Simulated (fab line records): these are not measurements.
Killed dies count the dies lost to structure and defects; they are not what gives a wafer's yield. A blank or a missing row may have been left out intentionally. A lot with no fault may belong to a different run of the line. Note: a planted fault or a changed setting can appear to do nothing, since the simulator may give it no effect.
Chamber matching / flow nand-harc / NHARC_A_STAIRCASE_CMP_472 on cmp-02 has 4 sister chambers
The step polishes SiO2. 4 wafers are shown with their chamber, then 12 later ones without.

## WAFERS WITH THEIR CHAMBER
wafer=L089.2; chamber=2; motor-current-A (A)=11.5
wafer=L089.3; chamber=1; motor-current-A (A)=13.9
wafer=L089.5; chamber=0; motor-current-A (A)=9.6
wafer=L089.6; chamber=3; motor-current-A (A)=13.5

## WAFERS WHOSE CHAMBER IS MISSING
wafer=L095.1; motor-current-A (A)=13.6
wafer=L095.3; motor-current-A (A)=10.4
wafer=L095.4; motor-current-A (A)=12.0
wafer=L094.1; motor-current-A (A)=12.7
wafer=L094.2; motor-current-A (A)=13.6
wafer=L094.4; motor-current-A (A)=12.5
wafer=L096.2; motor-current-A (A)=13.3
wafer=L096.4; motor-current-A (A)=12.1
wafer=L096.6; motor-current-A (A)=11.6
wafer=L096.1; motor-current-A (A)=10.9
wafer=L096.3; motor-current-A (A)=13.6
wafer=L096.5; motor-current-A (A)=13.3

## THE CHAMBER EACH PASSED THROUGH
wafer=L095.1; from the rows above=can't be placed: 3 or 1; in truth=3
wafer=L095.3; from the rows above=can't be placed: 0 or 2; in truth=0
wafer=L095.4; from the rows above=can't be placed: 2 or 3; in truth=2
wafer=L094.1; from the rows above=can't be placed: 3 or 2 or 1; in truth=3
wafer=L094.2; from the rows above=can't be placed: 3 or 1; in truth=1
wafer=L094.4; from the rows above=can't be placed: 2 or 3 or 1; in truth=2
wafer=L096.2; from the rows above=can't be placed: 3 or 1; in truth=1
wafer=L096.4; from the rows above=can't be placed: 2 or 3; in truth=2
wafer=L096.6; from the rows above=2; in truth=2
wafer=L096.1; from the rows above=can't be placed: 2 or 0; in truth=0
wafer=L096.3; from the rows above=can't be placed: 3 or 1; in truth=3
wafer=L096.5; from the rows above=can't be placed: 3 or 1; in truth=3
Correct placement for 1 of the 12. Not placeable from these rows: 11 (in 11, the candidates include the true chamber). Wrongly placed: 0.
How it was worked out, from the rows above alone: a wafer's distance from a chamber is the root of the sum, over the readings, of the square of ((its reading less the chamber's mean) divided by the reading's scatter). If the next closest chamber is less than 2 further off than the closest, the wafer can't be placed; otherwise it belongs to the closest. A chamber's mean is the mean of its shown wafers. The scatter: root of mean squared gap, hidden wafer to nearest shown wafer, with one shown wafer a chamber.
